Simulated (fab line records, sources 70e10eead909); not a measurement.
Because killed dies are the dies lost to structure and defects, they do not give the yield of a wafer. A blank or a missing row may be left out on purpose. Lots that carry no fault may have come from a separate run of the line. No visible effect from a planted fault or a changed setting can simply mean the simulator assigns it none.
A lot that was struck, set against a sound lot -- flow nand_harc -- 20 out of 1302 route steps
Sound: wafers L876.1, L876.5, L876.6. Wafers struck: L881.2, L881.4, L881.5. At the end, the cause is stated.
Order at every step that has rows: each side's tool, ch and its chambers, its first start. Under that, the readings that differ: sound wafers -- struck wafers -- difference of the means -- sigmas: that difference in standard deviations of wafers without a fault.
alike: a reading whose means differ by less than 2 such deviations, as well as words and numbers matching on both sides. not compared: withheld readings; readings where some wafer has no value; bounds like >300 that might hide an equal value; numbers whose values overlap and for which the record gives no deviation.
A row with sigmas, a row that says differs or no value, or rows on one side alone: a step with any of these is where the two part. Numbers that don't overlap but have no deviation are shown without sigmas and don't part them. Lack of a reading on every wafer of one side parts them only where that side has two or more wafers.

NHARC_P_ZERO_WELL_CD_MEAS_37 targets a cd of 720 nm.
  sound on cd_sem-01 ch 0, day 2 00:39; struck on cd_sem-02 ch 0, day 4 02:15
  alike: cd_nm
then, 1 step without rows for these wafers: NHARC_P_ZERO_WELL_HARDBAKE_38 (time 80 s).
NHARC_P_ZERO_WELL_DESCUM_39: chemistry O2, time 3 s.
  sound on rie_diel-06 ch 2,3, day 2 00:51; struck on rie_diel-01 ch 0,1,3, day 4 02:25
  alike: drypump_motor_current_A, oes_product_au, rf_vpp_V, showerhead_plenum_p_Torr, throttle_valve_pct
  not compared: rf_hours_counter_h
then, 9 steps without rows for these wafers: NHARC_P_ZERO_WELL_IMPLANT_40; NHARC_P_ZERO_WELL_IMPLANT_59; NHARC_P_ZERO_WELL_IMPLANT_60; NHARC_P_ZERO_WELL_STRIP_41 (strips in SPM, time 840 s); NHARC_P_ZERO_WELL_DEHYDRATE_44 (time 120 s); NHARC_P_ZERO_WELL_HMDS_45 (time 30 s); NHARC_P_ZERO_WELL_COAT_46; NHARC_P_ZERO_WELL_SOFTBAKE_47 (time 95 s); NHARC_P_ZERO_WELL_EBR_48.
NHARC_P_ZERO_WELL_EXPOSE_49: exposes mask P HVPW, target cd 2000 nm.
  sound on krf_scanner-04 ch 0, day 2 02:02; struck on krf_scanner-04 ch 0, day 4 03:44
reading,sound,struck,difference,sigmas
exposure_dose_mJ_cm2,22.619 22.624 22.650,21.265 21.262 21.278,-1.363,-62
  alike: mask
then, 2 steps without rows for these wafers: NHARC_P_ZERO_WELL_PEB_50 (peb time 85 s); NHARC_P_ZERO_WELL_DEVELOP_51 (time 70 s).
NHARC_P_ZERO_WELL_CD_MEAS_52 targets a cd of 2000 nm.
  sound on cd_sem-01 ch 0, day 2 02:11; struck on cd_sem-03 ch 0, day 4 03:53
reading,sound,struck,difference,sigmas
cd_nm (nm),1998.1 2001.1 2000.3,1986.1 1988.9 1989.6,-11.6,-5
then, 1 step without rows for these wafers: NHARC_P_ZERO_WELL_HARDBAKE_53 (time 80 s).
NHARC_P_ZERO_WELL_DESCUM_54: chemistry O2, time 3 s.
  sound on rie_diel-11 ch 1,2, day 2 04:14; struck on rie_diel-01 ch 1,2,3, day 4 04:04
reading,sound,struck,difference,sigmas
model.P_ZERO_WELL.cd_nm (nm),1999 2002 2001,1987 1988 1989,-13,
  alike: drypump_motor_current_A, oes_product_au, rf_vpp_V, showerhead_plenum_p_Torr, throttle_valve_pct
  not compared: rf_hours_counter_h
then, 1 step without rows for these wafers: NHARC_P_ZERO_WELL_IMPLANT_55.
-- record jumps: 22 days between struck wafers' starts before vs after; left off in module P_ZERO_WELL, resumes in module END, first step shown is number 1302 of the route --
NHARC_END_SORT_01:
  only the struck wafers appear in the record here, on prober-02 ch 0 at day 25 16:25; the sound ones have no rows

WHERE THEY PART
Last at NHARC_END_SORT_01 as far as this record goes, first at NHARC_P_ZERO_WELL_EXPOSE_49.

WHY: the cause the simulator had injected
Process parameter drift: krf_scanner-04, from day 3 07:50 on, at NHARC_P_ZERO_WELL_EXPOSE_49. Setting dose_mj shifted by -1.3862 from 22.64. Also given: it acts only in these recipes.
